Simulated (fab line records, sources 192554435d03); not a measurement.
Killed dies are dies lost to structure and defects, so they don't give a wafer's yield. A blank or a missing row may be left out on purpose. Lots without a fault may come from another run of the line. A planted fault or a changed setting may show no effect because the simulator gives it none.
Chamber matching | flow n5_finfet | N5_BEOL_M6_ALD_77 on ald_metal-03: 4 sister chambers
The step deposits TaN, target thk 2 nm, pulse time 2 s, purge time 3 s. 18 wafers are shown with their chamber, then 9 later ones without.

WAFERS WITH THEIR CHAMBER
wafer  | chamber | heater_power_w (W) | precursor_vessel_pressure_torr (Torr)
L076.1 | 1       | 396                | 26.37
L076.4 | 2       | 448                | 26.26
L076.6 | 3       | 445                | 26.22
L081.1 | 0       | 387                | 26.20
L081.2 | 1       | 402                | 26.29
L081.5 | 1       | 394                | 26.20
L082.2 | 1       | 403                | 26.27
L082.5 | 3       | 441                | 26.27
L082.6 | 1       | 398                | 26.21
L086.3 | 0       | 382                | 26.25
L086.4 | 1       | 388                | 26.26
L086.5 | 3       | 442                | 26.25
L084.2 | 0       | 388                | 26.27
L084.4 | 3       | 430                | 26.21
L084.5 | 3       | 444                | 26.24
L087.2 | 3       | 437                | 26.14
L087.3 | 1       | 398                | 26.18
L087.5 | 1       | 404                | 26.23

SIGNATURES (means of the wafers above)
reading                        | chamber 0 | chamber 1 | chamber 2 | chamber 3 | scatter within a chamber
heater_power_w                 | 385.67    | 397.88    | 448.00    | 439.83    | 5.16
precursor_vessel_pressure_torr | 26.2400   | 26.2512   | 26.2600   | 26.2217   | 0.0526
Rule: a wafer's distance from a chamber is the root of the sum, over the readings, of the square of ((its reading less the chamber's mean) divided by the reading's scatter). The wafer belongs to the nearest chamber; if the next one is less than 2 further off, it can't be placed. The scatter: the root of (the sum of the squares of (reading less its chamber's mean) over the shown wafers, divided by (wafers less chambers)).

WAFERS WITHOUT THEIR CHAMBER
wafer  | heater_power_w (W) | precursor_vessel_pressure_torr (Torr)
L091.1 | 388                | 26.24
L091.2 | 437                | 26.25
L091.4 | 449                | 26.23
L094.2 | 393                | 26.30
L094.3 | 439                | 26.14
L094.4 | 379                | 26.27
L095.2 | 394                | 26.33
L095.3 | 387                | 26.13
L095.5 | 447                | 26.23

WHICH CHAMBER EACH WENT THROUGH
wafer  | from the rows above     | in truth
L091.1 | can't be placed: 0 or 1 | 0
L091.2 | can't be placed: 3 or 2 | 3
L091.4 | can't be placed: 2 or 3 | 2
L094.2 | can't be placed: 1 or 0 | 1
L094.3 | can't be placed: 3 or 2 | 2
L094.4 | 0                       | 0
L095.2 | can't be placed: 1 or 0 | 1
L095.3 | can't be placed: 0 or 1 | 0
L095.5 | can't be placed: 2 or 3 | 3
Placed correctly: 1 of 9. Can't be placed from these rows: 8 (the true chamber is among the candidates in 8). Placed wrongly: 0.
